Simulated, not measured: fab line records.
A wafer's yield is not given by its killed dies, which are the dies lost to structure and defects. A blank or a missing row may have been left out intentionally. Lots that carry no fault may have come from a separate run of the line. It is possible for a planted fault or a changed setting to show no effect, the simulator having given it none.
Which of the tools did it? | flow n5Finfet | Sampling: 9 lots, 27 wafers, 6 of 1938 route steps

== WHAT EACH GAUGE READ, for each wafer ==
N5_ZERO_LAYER_CD_MEAS_11: target cd 2000 nm. Usual: 2000.1 nm for cdNm, sd 1.6.
lot  | measured    | on       | cdNm (nm)            | flag
L731 | day 1 12:46 | cdSem-02 | 2000.7 2000.7 2001.0 | 
L738 | day 3 06:50 | cdSem-03 | 1999.8 2000.2 2001.9 | 
L742 | day 4 06:40 | cdSem-03 | 1998.0 1999.6 1999.8 | 
L746 | day 5 06:38 | cdSem-03 | 1986.1 1987.3 1987.6 | OFF
L747 | day 5 12:39 | cdSem-03 | 1987.0 1986.1 1988.4 | OFF
L748 | day 5 18:39 | cdSem-02 | 1991.8 1993.8 1991.5 | OFF
L751 | day 6 12:46 | cdSem-03 | 2002.8 2001.1 2002.7 | 
L752 | day 6 18:38 | cdSem-02 | 2000.3 2003.0 1999.7 | 
L754 | day 7 06:39 | cdSem-03 | 1999.8 1997.9 1997.7 | 

N5_BEOL_M4_RC_MEAS_101. Usual: DIBL_N 35.9 mV/V, standard deviation 1.4; DIBL_P 35.9 mV/V, standard deviation 1.7; IOFF_N 0.155 nA/um, standard deviation 0.023; IOFF_P 0.201 nA/um, standard deviation 0.029; ION_N 672 uA/um, standard deviation 8.8; ION_P 460 uA/um, standard deviation 7; SS_N 71.6 mV/dec, standard deviation 0.48; SS_P 73.1 mV/dec, standard deviation 0.64; VT_N 250.0 mV, standard deviation 3; VT_P -251.6 mV, standard deviation 3.
lot  | measured     | on        | DIBL_N (mV/V)  | DIBL_P (mV/V)  | IOFF_N (nA/um)    | IOFF_P (nA/um)    | ION_N (uA/um) | ION_P (uA/um) | SS_N (mV/dec)  | SS_P (mV/dec)  | VT_N (mV)         | VT_P (mV)            | flag
L731 | day 8 02:14  | prober-02 | 34.6 38.2 37.1 | 35.1 38.6 37.4 | 0.131 0.191 0.174 | 0.195 0.252 0.229 | 667 680 672   | 460 464 459   | 71.7 72.2 71.7 | 73.3 74.6 74.0 | 250.4 245.9 247.3 | -252.1 -250.6 -249.8 | 
L738 | day 10 00:45 | prober-02 | 33.8 35.1 34.4 | 33.6 34.5 34.1 | 0.126 0.141 0.131 | 0.147 0.155 0.148 | 669 669 665   | 453 443 448   | 70.9 71.8 70.8 | 72.7 72.7 72.1 | 251.1 251.5 252.5 | -256.9 -256.8 -256.1 | 
L742 | day 11 08:32 | prober-01 | 33.6 34.7 33.2 | 36.2 37.1 35.7 | 0.151 0.157 0.140 | 0.208 0.220 0.197 | 674 673 665   | 467 465 463   | 71.8 71.6 71.6 | 72.9 74.4 73.1 | 248.0 249.8 250.3 | -249.2 -249.0 -251.5 | 
L746 | day 12 10:29 | prober-02 | 35.5 36.6 37.5 | 36.6 37.4 38.9 | 0.145 0.164 0.188 | 0.221 0.237 0.267 | 674 683 684   | 471 474 476   | 71.6 72.0 71.8 | 73.2 73.5 73.9 | 250.0 247.9 245.9 | -247.2 -245.8 -244.8 | 
L747 | day 12 05:29 | prober-01 | 38.6 39.0 37.4 | 36.4 37.3 35.3 | 0.165 0.177 0.144 | 0.210 0.217 0.196 | 677 675 675   | 464 457 458   | 71.7 71.8 71.4 | 73.7 74.6 73.4 | 249.1 250.3 247.9 | -251.6 -251.7 -251.1 | 
L748 | day 12 11:29 | prober-02 | 36.4 35.6 35.2 | 35.5 35.2 34.7 | 0.143 0.139 0.133 | 0.189 0.183 0.179 | 663 666 671   | 457 455 466   | 72.0 71.2 70.8 | 73.6 72.5 72.3 | 251.3 253.8 253.2 | -252.0 -253.8 -254.1 | 
L751 | day 12 22:28 | prober-02 | 39.1 38.5 37.6 | 39.8 39.4 38.0 | 0.211 0.195 0.187 | 0.260 0.250 0.231 | 682 685 686   | 462 464 469   | 72.3 72.4 71.8 | 74.4 73.7 73.0 | 243.3 248.6 243.6 | -250.6 -249.5 -249.3 | 
L752 | day 13 16:23 | prober-01 | 35.4 36.3 37.0 | 36.7 38.7 39.4 | 0.188 0.205 0.231 | 0.220 0.250 0.267 | 688 680 676   | 469 465 462   | 71.3 71.7 72.3 | 73.3 73.7 74.4 | 243.8 244.3 243.5 | -248.9 -249.2 -249.4 | 
L754 | day 13 23:38 | prober-02 | 35.6 34.9 33.5 | 34.0 34.2 32.8 | 0.141 0.131 0.113 | 0.186 0.198 0.168 | 649 668 654   | 448 462 454   | 71.7 71.1 71.0 | 72.6 73.4 72.6 | 255.4 250.9 256.9 | -253.7 -251.9 -252.6 | 

== EACH LOT AND THE TOOL THAT RAN IT (in order: tool; ch and the chambers of the sampled wafers; start) ==
lot  | N5_ZERO_LAYER_PECVD_02         | N5_ZERO_LAYER_EXPOSE_08         | N5_WELL_APT_DESCUM_30            | N5_PMOS_HMC_CHANNEL_EPI_HM_DEP_34
L731 | pecvd-02 ch 0,1,2, day 1 12:17 | krfScanner-01 ch 0, day 1 12:36 | rieDiel-02 ch 2,3, day 1 17:29   | pecvd-04 ch 0,1,2, day 1 19:22
L738 | pecvd-04 ch 1,2, day 3 06:28   | krfScanner-02 ch 0, day 3 06:39 | rieDiel-02 ch 0,2, day 3 09:07   | pecvd-04 ch 0,1,2, day 3 11:02
L742 | pecvd-01 ch 0, day 4 06:17     | krfScanner-01 ch 0, day 4 06:29 | rieDiel-06 ch 0,1, day 4 09:38   | pecvd-01 ch 0,1, day 4 11:27
L746 | pecvd-01 ch 1,2, day 5 06:17   | krfScanner-01 ch 0, day 5 06:28 | rieDiel-02 ch 1,3, day 5 09:09   | pecvd-04 ch 0,1,2, day 5 10:50
L747 | pecvd-04 ch 0,2, day 5 12:17   | krfScanner-01 ch 0, day 5 12:29 | rieDiel-06 ch 2,3, day 5 14:52   | pecvd-03 ch 1,2, day 5 16:32
L748 | pecvd-01 ch 0,1, day 5 18:17   | krfScanner-01 ch 0, day 5 18:29 | rieDiel-02 ch 0,2, day 5 21:01   | pecvd-03 ch 1,2, day 5 22:42
L751 | pecvd-02 ch 0,1,2, day 6 12:17 | krfScanner-02 ch 0, day 6 12:35 | rieDiel-02 ch 1,2,3, day 6 15:44 | pecvd-03 ch 0,1,2, day 6 17:58
L752 | pecvd-02 ch 0,1, day 6 18:17   | krfScanner-02 ch 0, day 6 18:28 | rieDiel-05 ch 0,1,3, day 6 20:57 | pecvd-01 ch 0,1,2, day 6 23:23
L754 | pecvd-04 ch 0,1, day 7 06:17   | krfScanner-02 ch 0, day 7 06:29 | rieDiel-05 ch 1,3, day 7 09:15   | pecvd-01 ch 0,2, day 7 11:13
- N5_ZERO_LAYER_PECVD_02: deposits SiO2 from SiH4/N2O, target thk 10 nm, time 6 s.
- N5_ZERO_LAYER_EXPOSE_08: exposes mask ZERO, defocus 0 nm, target cd 2000 nm.
- N5_WELL_APT_DESCUM_30: chemistry O2, time 7.9 s.
- N5_PMOS_HMC_CHANNEL_EPI_HM_DEP_34: deposits SiO2 from TEOS/O2, target thk 36 nm, time 6.9 s.

== WHAT THE TOOLS THEMSELVES READ (means of the sampled wafers that have a number; where no wafer has one, the mark that the record gives instead) ==
N5_ZERO_LAYER_PECVD_02. Usual: heaterPowerW 793 W, standard deviation 120; showerheadPlenumPTorr 8.17 Torr, standard deviation 0.074; showerheadVppV 1012 V, standard deviation 50.
lot  | tool     | heaterPowerW (W) | showerheadPlenumPTorr (Torr) | showerheadVppV (V) | flag
L731 | pecvd-02 | 721              | 8.19                         | 1006               | 
L738 | pecvd-04 | 970              | 8.04                         | 990                | 
L742 | pecvd-01 | 724              | 8.19                         | 1037               | 
L746 | pecvd-01 | 744              | 8.17                         | 1002               | 
L747 | pecvd-04 | 967              | 8.25                         | 1035               | 
L748 | pecvd-01 | 740              | 8.18                         | 1023               | 
L751 | pecvd-02 | 797              | 8.17                         | 1006               | 
L752 | pecvd-02 | 834              | 8.14                         | 982                | 
L754 | pecvd-04 | 925              | 8.21                         | 1076               | 

N5_ZERO_LAYER_EXPOSE_08. Usual: 16.195 for exposureDoseMJCm2, sd 0.015.
lot  | tool          | exposureDoseMJCm2 | flag
L731 | krfScanner-01 | 16.216            | 
L738 | krfScanner-02 | 16.194            | 
L742 | krfScanner-01 | 16.172            | 
L746 | krfScanner-01 | 15.033            | OFF
L747 | krfScanner-01 | 15.267            | OFF
L748 | krfScanner-01 | 15.443            | OFF
L751 | krfScanner-02 | 16.197            | 
L752 | krfScanner-02 | 16.192            | 
L754 | krfScanner-02 | 16.204            | 

N5_WELL_APT_DESCUM_30. Usual: chamberPressureMTorr 20.000 mTorr, standard deviation 0.018; drypumpMotorCurrentA 5.8 A, standard deviation 0.49; oesProductAu 0.76 a.u., standard deviation 0.082; rfVppV 243.2 V, standard deviation 1.6; showerheadPlenumPTorr 2.10 Torr, standard deviation 0.081; throttleValvePct 20.44 %, standard deviation 0.26.
lot  | tool       | chamberPressureMTorr (mTorr) | drypumpMotorCurrentA (A) | oesProductAu (a.u.) | rfVppV (V) | showerheadPlenumPTorr (Torr) | throttleValvePct (%) | flag
L731 | rieDiel-02 | 20.009                       | 5.9                      | 0.76                | 244.1      | 2.15                         | 20.34                | 
L738 | rieDiel-02 | 19.994                       | 6.2                      | 0.77                | 244.1      | 2.13                         | 20.23                | 
L742 | rieDiel-06 | 20.011                       | 5.9                      | 0.70                | 241.6      | 2.01                         | 20.85                | 
L746 | rieDiel-02 | 20.000                       | 6.0                      | 0.74                | 243.6      | 2.12                         | 20.34                | 
L747 | rieDiel-06 | 20.013                       | 5.3                      | 0.80                | 243.2      | 2.08                         | 20.60                | 
L748 | rieDiel-02 | 19.998                       | 6.1                      | 0.75                | 244.4      | 2.15                         | 20.33                | 
L751 | rieDiel-02 | 20.001                       | 6.1                      | 0.75                | 244.4      | 2.16                         | 20.34                | 
L752 | rieDiel-05 | 20.008                       | 5.3                      | 0.83                | 244.0      | 2.11                         | 20.33                | 
L754 | rieDiel-05 | 20.010                       | 4.9                      | 0.75                | 244.2      | 2.15                         | 20.48                | 

N5_PMOS_HMC_CHANNEL_EPI_HM_DEP_34. Usual: heaterPowerW 599 W, standard deviation 120; showerheadPlenumPTorr 8.349 Torr, standard deviation 0.025; showerheadVppV 1847 V, standard deviation 110; throttleValvePct 18.5 %, standard deviation 1.3.
lot  | tool     | heaterPowerW (W) | showerheadPlenumPTorr (Torr) | showerheadVppV (V) | throttleValvePct (%) | flag
L731 | pecvd-04 | 749              | 8.350                        | 1832               | 17.8                 | 
L738 | pecvd-04 | 728              | 8.334                        | 1831               | 17.7                 | 
L742 | pecvd-01 | 546              | 8.355                        | 1850               | 19.7                 | 
L746 | pecvd-04 | 656              | 8.333                        | 1836               | 18.0                 | 
L747 | pecvd-03 | 597              | 8.348                        | 1861               | 20.1                 | 
L748 | pecvd-03 | 617              | 8.345                        | 1903               | 19.2                 | 
L751 | pecvd-03 | 493              | 8.355                        | 1900               | 19.8                 | 
L752 | pecvd-01 | 518              | 8.343                        | 1838               | 18.6                 | 
L754 | pecvd-01 | 510              | 8.373                        | 1887               | 18.8                 | 

== THE ANSWER, worked out from the rows above alone ==
Rule: a lot counts as off when the mean over its wafers that have a number is more than 3 standard deviations away from the usual mean. Also off: a lot with no number at a reading for which 4 or more lots have one. The other lots that the step has rows for count as sound. Order of review: gauges by route order, followed by the tools' own readings, for which a lot's mean as printed above is used. At the first step where some lot is off, the reading lying furthest off is the one used; lots without a number count as furthest.
Off: L746, L747, L748 (N5_ZERO_LAYER_CD_MEAS_11, cdNm).
If a tool, at a process step before that reading, ran all the lots that are off and no sound lot after the first of them, it fits. The gauges at N5_ZERO_LAYER_CD_MEAS_11 aren't tried: what is off there is off at N5_ZERO_LAYER_EXPOSE_08 too, on other tools, and a gauge's error can't cause that. One candidate fits, namely krfScanner-01 at N5_ZERO_LAYER_EXPOSE_08. A fault onset in the window from L742 (day 4 06:29, its last sound lot) to L746 (day 5 06:28, its first lot off) fits.
The tool's own readings at N5_ZERO_LAYER_EXPOSE_08 bear it out: on the lots that are off they differ by more than 5 times the standard deviation of the sound lots' means. exposureDoseMJCm2 reads 15.248 there against 16.196 on the sound lots.

== WHAT THE SIMULATOR PUT IN ==
Drift in process parameters on krfScanner-01 at N5_ZERO_LAYER_EXPOSE_08, starting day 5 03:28. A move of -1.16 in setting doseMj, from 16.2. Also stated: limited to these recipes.
Lots struck among those shown: L746, L747, L748. The same result came from the rule above.
